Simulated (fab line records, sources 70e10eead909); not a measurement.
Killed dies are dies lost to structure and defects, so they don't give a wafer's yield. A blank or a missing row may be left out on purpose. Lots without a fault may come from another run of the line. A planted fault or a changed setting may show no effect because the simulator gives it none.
A sampling plan put to the test | flow nand_harc | one fab line, 39 faults that these records tell of, each judged on the records of the lots that it struck
The plan is the line's own looks: the steps of the route at which a gauge or an inspection reads the wafer and doesn't change it. A look can be judged if struck wafers have a number there and the file gives its usual mean and standard deviation on fault-free wafers. Caught: at a look after the fault's first step, the mean of the struck wafers lies 4 or more of those standard deviations (sigma) from the usual mean. On the tool: the same test on the tool's own readings at the fault's steps. Another recipe on the struck wafers, or a record that is blank for them alone, also counts as caught.

THE FAULTS, as the simulator had put them in
1. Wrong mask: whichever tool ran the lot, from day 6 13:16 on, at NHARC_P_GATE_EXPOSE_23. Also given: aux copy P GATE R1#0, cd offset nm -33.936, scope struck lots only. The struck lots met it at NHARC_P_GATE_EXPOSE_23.
2. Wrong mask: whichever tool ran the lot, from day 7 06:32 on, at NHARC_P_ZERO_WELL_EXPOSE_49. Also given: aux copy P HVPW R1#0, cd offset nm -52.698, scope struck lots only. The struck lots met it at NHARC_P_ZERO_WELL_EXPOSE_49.
3. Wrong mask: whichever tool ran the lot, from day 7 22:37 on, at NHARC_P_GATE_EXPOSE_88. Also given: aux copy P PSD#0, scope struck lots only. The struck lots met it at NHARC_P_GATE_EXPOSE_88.
4. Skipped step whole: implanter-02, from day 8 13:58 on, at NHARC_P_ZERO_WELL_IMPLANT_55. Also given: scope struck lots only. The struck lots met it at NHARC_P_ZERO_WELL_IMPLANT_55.
5. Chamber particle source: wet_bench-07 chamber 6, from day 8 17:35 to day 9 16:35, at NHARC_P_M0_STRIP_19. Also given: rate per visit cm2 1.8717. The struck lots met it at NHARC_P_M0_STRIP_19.
6. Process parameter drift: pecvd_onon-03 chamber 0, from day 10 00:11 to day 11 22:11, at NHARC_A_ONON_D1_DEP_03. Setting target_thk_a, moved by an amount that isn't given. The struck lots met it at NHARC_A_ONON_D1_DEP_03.
7. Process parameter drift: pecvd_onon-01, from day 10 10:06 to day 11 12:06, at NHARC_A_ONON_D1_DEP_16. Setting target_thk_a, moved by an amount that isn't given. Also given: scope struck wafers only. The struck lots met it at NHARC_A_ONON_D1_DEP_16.
8. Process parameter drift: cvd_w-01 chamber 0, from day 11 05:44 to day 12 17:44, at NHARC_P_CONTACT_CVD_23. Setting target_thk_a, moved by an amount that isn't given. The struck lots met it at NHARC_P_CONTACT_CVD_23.
9. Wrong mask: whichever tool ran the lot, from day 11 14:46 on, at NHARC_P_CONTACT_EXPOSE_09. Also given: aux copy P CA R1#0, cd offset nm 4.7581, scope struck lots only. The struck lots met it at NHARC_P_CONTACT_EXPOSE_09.
10. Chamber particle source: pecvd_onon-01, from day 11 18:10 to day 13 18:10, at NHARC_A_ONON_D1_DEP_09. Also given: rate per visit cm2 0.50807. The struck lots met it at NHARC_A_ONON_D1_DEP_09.
11. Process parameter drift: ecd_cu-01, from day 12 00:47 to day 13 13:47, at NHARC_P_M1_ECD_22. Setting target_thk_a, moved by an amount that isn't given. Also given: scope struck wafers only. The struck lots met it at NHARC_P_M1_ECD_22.
12. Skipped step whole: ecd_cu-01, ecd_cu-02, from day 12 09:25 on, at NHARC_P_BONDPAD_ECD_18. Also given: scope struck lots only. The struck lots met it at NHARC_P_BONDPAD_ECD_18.
13. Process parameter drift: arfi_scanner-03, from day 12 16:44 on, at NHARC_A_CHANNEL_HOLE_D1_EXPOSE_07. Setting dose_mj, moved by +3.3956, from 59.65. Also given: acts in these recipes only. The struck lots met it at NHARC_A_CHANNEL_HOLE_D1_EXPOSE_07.
14. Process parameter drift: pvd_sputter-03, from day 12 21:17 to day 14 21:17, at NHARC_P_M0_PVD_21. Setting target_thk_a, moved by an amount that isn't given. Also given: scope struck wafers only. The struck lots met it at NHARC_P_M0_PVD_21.
15. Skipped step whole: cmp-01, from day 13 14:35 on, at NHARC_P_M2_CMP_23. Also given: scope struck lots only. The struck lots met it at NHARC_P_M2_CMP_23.
16. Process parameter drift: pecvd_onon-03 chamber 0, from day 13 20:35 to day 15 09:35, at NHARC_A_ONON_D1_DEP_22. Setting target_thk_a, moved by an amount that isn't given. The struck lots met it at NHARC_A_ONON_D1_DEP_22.
17. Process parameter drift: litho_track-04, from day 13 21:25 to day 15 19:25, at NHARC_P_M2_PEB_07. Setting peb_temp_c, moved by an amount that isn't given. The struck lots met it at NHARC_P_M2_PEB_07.
18. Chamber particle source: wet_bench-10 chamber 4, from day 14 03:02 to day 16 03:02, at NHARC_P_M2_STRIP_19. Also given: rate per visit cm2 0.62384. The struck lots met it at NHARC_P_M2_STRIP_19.
19. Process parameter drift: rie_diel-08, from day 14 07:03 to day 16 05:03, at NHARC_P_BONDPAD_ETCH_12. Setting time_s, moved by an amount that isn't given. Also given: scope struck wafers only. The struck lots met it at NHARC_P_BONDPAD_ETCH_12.
20. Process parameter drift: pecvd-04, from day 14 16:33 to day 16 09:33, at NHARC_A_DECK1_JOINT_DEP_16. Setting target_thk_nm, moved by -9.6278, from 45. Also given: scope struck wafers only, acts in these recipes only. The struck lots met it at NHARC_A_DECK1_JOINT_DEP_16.
21. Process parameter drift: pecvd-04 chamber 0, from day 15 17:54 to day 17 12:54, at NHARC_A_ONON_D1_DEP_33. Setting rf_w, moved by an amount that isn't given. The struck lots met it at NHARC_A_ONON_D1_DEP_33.
22. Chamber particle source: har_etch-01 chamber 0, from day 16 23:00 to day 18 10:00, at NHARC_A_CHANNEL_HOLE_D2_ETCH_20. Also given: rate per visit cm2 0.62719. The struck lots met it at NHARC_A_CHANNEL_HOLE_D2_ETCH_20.
23. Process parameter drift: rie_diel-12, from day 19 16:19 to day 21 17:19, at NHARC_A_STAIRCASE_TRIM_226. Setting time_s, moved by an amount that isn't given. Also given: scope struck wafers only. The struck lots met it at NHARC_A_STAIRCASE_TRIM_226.
24. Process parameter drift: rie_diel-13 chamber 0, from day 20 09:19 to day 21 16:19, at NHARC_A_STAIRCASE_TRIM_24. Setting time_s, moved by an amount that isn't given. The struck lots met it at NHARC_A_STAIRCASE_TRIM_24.
25. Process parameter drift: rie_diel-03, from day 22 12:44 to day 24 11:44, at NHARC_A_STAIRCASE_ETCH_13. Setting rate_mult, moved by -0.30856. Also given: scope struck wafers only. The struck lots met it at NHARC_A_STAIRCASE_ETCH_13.
26. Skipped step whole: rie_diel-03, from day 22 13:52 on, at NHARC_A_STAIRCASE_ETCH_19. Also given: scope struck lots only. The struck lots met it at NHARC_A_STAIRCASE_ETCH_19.
27. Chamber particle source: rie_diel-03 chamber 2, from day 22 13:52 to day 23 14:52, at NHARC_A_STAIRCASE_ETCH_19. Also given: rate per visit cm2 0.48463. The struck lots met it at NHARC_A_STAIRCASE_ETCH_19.
28. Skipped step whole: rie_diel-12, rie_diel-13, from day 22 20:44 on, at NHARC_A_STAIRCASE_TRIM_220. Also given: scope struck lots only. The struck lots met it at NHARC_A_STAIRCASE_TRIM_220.
29. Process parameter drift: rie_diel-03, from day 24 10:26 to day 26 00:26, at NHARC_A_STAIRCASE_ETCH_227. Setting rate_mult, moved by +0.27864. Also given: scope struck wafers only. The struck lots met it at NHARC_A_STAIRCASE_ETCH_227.
30. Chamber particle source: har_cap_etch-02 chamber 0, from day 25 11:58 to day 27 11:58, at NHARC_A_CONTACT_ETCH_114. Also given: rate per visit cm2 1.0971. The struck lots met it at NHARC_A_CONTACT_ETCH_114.
31. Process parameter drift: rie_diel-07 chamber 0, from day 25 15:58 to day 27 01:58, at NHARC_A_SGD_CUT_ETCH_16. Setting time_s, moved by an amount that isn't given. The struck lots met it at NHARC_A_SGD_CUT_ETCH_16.
32. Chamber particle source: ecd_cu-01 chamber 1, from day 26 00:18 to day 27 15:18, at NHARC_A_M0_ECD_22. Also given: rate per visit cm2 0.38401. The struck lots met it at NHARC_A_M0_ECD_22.
33. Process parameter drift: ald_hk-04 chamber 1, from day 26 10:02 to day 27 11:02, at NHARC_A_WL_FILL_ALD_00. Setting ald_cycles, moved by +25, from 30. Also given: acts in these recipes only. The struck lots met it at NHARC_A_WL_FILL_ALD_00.
34. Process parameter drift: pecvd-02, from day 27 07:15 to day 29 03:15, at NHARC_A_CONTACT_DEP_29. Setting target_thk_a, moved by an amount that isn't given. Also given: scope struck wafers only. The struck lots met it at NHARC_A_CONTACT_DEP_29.
35. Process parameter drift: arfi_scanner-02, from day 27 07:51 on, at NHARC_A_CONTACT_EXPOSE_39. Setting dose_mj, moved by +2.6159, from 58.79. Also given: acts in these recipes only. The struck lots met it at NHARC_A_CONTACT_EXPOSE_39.
36. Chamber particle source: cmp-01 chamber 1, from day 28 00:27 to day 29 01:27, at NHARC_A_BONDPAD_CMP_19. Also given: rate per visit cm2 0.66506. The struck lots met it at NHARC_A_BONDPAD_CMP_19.
37. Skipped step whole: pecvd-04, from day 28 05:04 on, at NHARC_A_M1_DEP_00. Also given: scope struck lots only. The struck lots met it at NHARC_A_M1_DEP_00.
38. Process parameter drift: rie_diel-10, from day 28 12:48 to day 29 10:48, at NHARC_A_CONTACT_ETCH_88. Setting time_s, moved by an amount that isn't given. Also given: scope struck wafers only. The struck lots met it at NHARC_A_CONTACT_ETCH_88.
39. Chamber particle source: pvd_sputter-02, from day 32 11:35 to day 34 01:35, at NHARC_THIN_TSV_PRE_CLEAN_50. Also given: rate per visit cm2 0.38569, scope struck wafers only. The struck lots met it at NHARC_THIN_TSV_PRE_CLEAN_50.

WHAT THE PLAN SAW
fault | on the tool itself                               | first look that catches it                      | reading, sigma                                         | median hours from its first step to that look | hours from the fault's start to the first struck lot there | judged looks passed uncaught
1     | under 2 sigma                                    | NHARC_P_GATE_CD_MEAS_26                         | cd_nm -58                                              | 0.1                                           | 7                                                          | 0
2     | no reading that can be judged                    | NHARC_P_ZERO_WELL_CD_MEAS_52                    | cd_nm -40                                              | 0.2                                           | 5                                                          | 0
3     | only faintly: reticle_temp_C +2.3 sigma          | NHARC_END_SORT_01                               | killed_at_periphery +99 or beyond                      | 460.2                                         | 461                                                        | 0
4     | the tool's record is blank for the struck wafers | NHARC_END_SORT_01                               | killed_at_periphery +99 or beyond                      | 520.6                                         | 525                                                        | 1
5     | no reading that can be judged                    | NHARC_END_SORT_01                               | killed_at_periphery +18                                | 441.5                                         | 454                                                        | 1
6     | under 2 sigma                                    | NHARC_A_ONON_D1_THK_MEAS_05                     | thk_nm +51                                             | 0.5                                           | 4                                                          | 0
7     | under 2 sigma                                    | NHARC_A_ONON_D1_THK_MEAS_18                     | thk_nm -32                                             | 0.5                                           | 5                                                          | 0
8     | under 2 sigma                                    | no look after it can be judged                  | -                                                      | -                                             | -                                                          | 0
9     | under 2 sigma                                    | NHARC_P_CONTACT_CD_MEAS_12                      | cd_nm +10                                              | 0.1                                           | 7                                                          | 0
10    | no reading that can be judged                    | none of the 2 looks that can be judged after it | strongest: killed_at_array at NHARC_END_SORT_01, +3.9  | -                                             | -                                                          | 2
11    | no reading that can be judged                    | not the one look that can be judged after it    | -                                                      | -                                             | -                                                          | 1
12    | the tool's record is blank for the struck wafers | NHARC_P_BONDPAD_THK_MEAS_20                     | thk_nm -99 or beyond                                   | 1.0                                           | 8                                                          | 0
13    | exposure_dose_mJ_cm2 +51 sigma                   | NHARC_A_CHANNEL_HOLE_D1_CD_MEAS_10              | cd_nm +5.0                                             | 0.1                                           | 6                                                          | 0
14    | under 2 sigma                                    | NHARC_END_SORT_01                               | killed_at_periphery +99 or beyond                      | 436.6                                         | 431                                                        | 0
15    | the tool's record is blank for the struck wafers | NHARC_P_M2_THK_MEAS_24                          | thk_nm +99 or beyond                                   | 0.3                                           | 2                                                          | 0
16    | no reading that can be judged                    | NHARC_A_ONON_D1_THK_MEAS_24                     | thk_nm -64                                             | 0.4                                           | 8                                                          | 0
17    | plate_temp_C +29 sigma                           | NHARC_P_M2_CD_MEAS_09                           | cd_nm +23                                              | 0.1                                           | 10                                                         | 0
18    | no reading that can be judged                    | NHARC_END_SORT_01                               | killed_at_periphery +14                                | 445.7                                         | 451                                                        | 0
19    | run_length_s -99 or beyond sigma                 | NHARC_END_SORT_01                               | killed_at_periphery +99 or beyond                      | 417.7                                         | 457                                                        | 0
20    | under 2 sigma                                    | NHARC_A_DECK1_JOINT_THK_MEAS_17                 | thk_nm -9.5                                            | 0.3                                           | 5                                                          | 0
21    | rf_fwd_power_W -39 sigma                         | none of the 3 looks that can be judged after it | strongest: thk_nm at NHARC_A_ONON_D1_THK_MEAS_34, -2.8 | -                                             | -                                                          | 3
22    | under 2 sigma                                    | NHARC_A_CHANNEL_HOLE_D2_INSPECT_40              | raw_defect_count +6.9                                  | 5.6                                           | 17                                                         | 0
23    | run_length_s -99 or beyond sigma                 | NHARC_END_SORT_01                               | killed_at_array +23                                    | 209.5                                         | 231                                                        | 0
24    | run_length_s +99 or beyond sigma                 | NHARC_END_SORT_01                               | killed_at_array +13                                    | 217.1                                         | 220                                                        | 0
25    | oes_product_au -11 sigma                         | NHARC_END_SORT_01                               | killed_at_array +36                                    | 207.1                                         | 210                                                        | 0
26    | the tool's record is blank for the struck wafers | NHARC_END_SORT_01                               | killed_at_array +36                                    | 206.3                                         | 209                                                        | 0
27    | under 2 sigma                                    | NHARC_END_SORT_01                               | killed_at_array +4.1                                   | 207.1                                         | 211                                                        | 2
28    | the tool's record is blank for the struck wafers | NHARC_END_SORT_01                               | killed_at_array +36                                    | 199.1                                         | 203                                                        | 0
29    | oes_product_au +17 sigma                         | NHARC_END_SORT_01                               | killed_at_array +32                                    | 206.6                                         | 211                                                        | 0
30    | the tool's record is blank for the struck wafers | NHARC_END_SORT_01                               | killed_at_array +4.8                                   | 75.9                                          | 89                                                         | 0
31    | run_length_s +33 sigma                           | NHARC_END_SORT_01                               | killed_at_array +35                                    | 127.6                                         | 136                                                        | 0
32    | no reading that can be judged                    | NHARC_END_SORT_01                               | sort_bin_4_pct +13                                     | 40.1                                          | 40                                                         | 0
33    | under 2 sigma                                    | NHARC_END_SORT_01                               | killed_at_array +19                                    | 98.3                                          | 97                                                         | 0
34    | under 2 sigma                                    | NHARC_END_SORT_01                               | killed_at_array +19                                    | 75.1                                          | 78                                                         | 0
35    | exposure_dose_mJ_cm2 +42 sigma                   | NHARC_A_CONTACT_CD_MEAS_42                      | cd_nm +4.5                                             | 0.1                                           | 5                                                          | 0
36    | under 2 sigma                                    | NHARC_END_SORT_01                               | killed_at_array +17                                    | 32.6                                          | 36                                                         | 1
37    | the tool's record is blank for the struck wafers | NHARC_END_SORT_01                               | sort_bin_2_pct +75                                     | 37.9                                          | 45                                                         | 0
38    | run_length_s -35 sigma                           | NHARC_END_SORT_01                               | killed_at_array +29                                    | 53.2                                          | 58                                                         | 0
39    | under 2 sigma                                    | NHARC_END_SORT_01                               | killed_at_other +22                                    | 15.5                                          | 26                                                         | 0
A dash: the fault isn't caught, or these records don't give the number.

Caught at a look: 35 of 39. Caught on the tool: 18 of 39. By one or the other: 36 of 39.
Caught on the tool alone: fault 21.
Caught at a look alone: faults 1, 2, 3, 5, 6, 7, 9, 14, 16, 18, 20, 22, 27, 32, 33, 34, 36, 39.
Caught by neither: faults 8, 10, 11.

THINNER SAMPLING
If the look that catches a fault measured only every second or every third lot, by lot number, the first struck lot would be measured this late in the worst case:
fault | struck lots at that look, in order of time | every lot | every second lot | every third lot
1     | L824                                       | 7 h       | may miss it      | may miss it
2     | L148                                       | 5 h       | may miss it      | may miss it
3     | L173                                       | 461 h     | may miss it      | may miss it
4     | L691, L690                                 | 525 h     | 534 h            | may miss all 2
5     | L951                                       | 454 h     | may miss it      | may miss it
6     | L315, L319                                 | 4 h       | may miss all 2   | may miss all 2
7     | L380, L382                                 | 5 h       | may miss all 2   | may miss all 2
9     | L134                                       | 7 h       | may miss it      | may miss it
12    | L599, L600, L601                           | 8 h       | 19 h             | 33 h
13    | L196, L202                                 | 6 h       | may miss all 2   | may miss all 2
14    | L577, L580                                 | 431 h     | 477 h            | may miss all 2
15    | L662, L663                                 | 2 h       | 8 h              | may miss all 2
16    | L940, L942                                 | 8 h       | may miss all 2   | may miss all 2
17    | L804, L807                                 | 10 h      | 44 h             | may miss all 2
18    | L210                                       | 451 h     | may miss it      | may miss it
19    | L607                                       | 457 h     | may miss it      | may miss it
20    | L129, L131, L132                           | 5 h       | 38 h             | may miss all 3
22    | L643, L645                                 | 17 h      | may miss all 2   | may miss all 2
23    | L925, L926                                 | 231 h     | 238 h            | may miss all 2
24    | L799, L801                                 | 220 h     | may miss all 2   | may miss all 2
25    | L753, L756, L757                           | 210 h     | 216 h            | may miss all 3
26    | L978, L981                                 | 209 h     | 215 h            | may miss all 2
27    | L557, L560                                 | 211 h     | 217 h            | may miss all 2
28    | L586, L589                                 | 203 h     | 208 h            | may miss all 2
29    | L887, L885, L886                           | 211 h     | 222 h            | 222 h
30    | L831, L832                                 | 89 h      | 99 h             | may miss all 2
31    | L847, L850                                 | 136 h     | 141 h            | may miss all 2
32    | L604, L606                                 | 40 h      | may miss all 2   | may miss all 2
33    | L588, L585                                 | 97 h      | 100 h            | may miss all 2
34    | L979, L981, L980                           | 78 h      | 98 h             | 98 h
35    | L162, L165                                 | 5 h       | 68 h             | may miss all 2
36    | L686                                       | 36 h      | may miss it      | may miss it
37    | L834, L838                                 | 45 h      | may miss all 2   | may miss all 2
38    | L183, L182, L185                           | 58 h      | 67 h             | may miss all 3
39    | L284                                       | 26 h      | may miss it      | may miss it
Hours are from the fault's start to the first struck lot that is measured. The limit of 4 sigma was tested on all struck wafers together, so one lot alone may lie under it. Other struck lots may not be in these records.

THE LONGEST TIMED WAY FROM STEP TO LOOK
Fault 4: a median of 520.6 hours passes between NHARC_P_ZERO_WELL_IMPLANT_55 and NHARC_END_SORT_01. The look between them that can be judged stayed within 4 sigma: NHARC_P_ZERO_WELL_INSPECT_43.
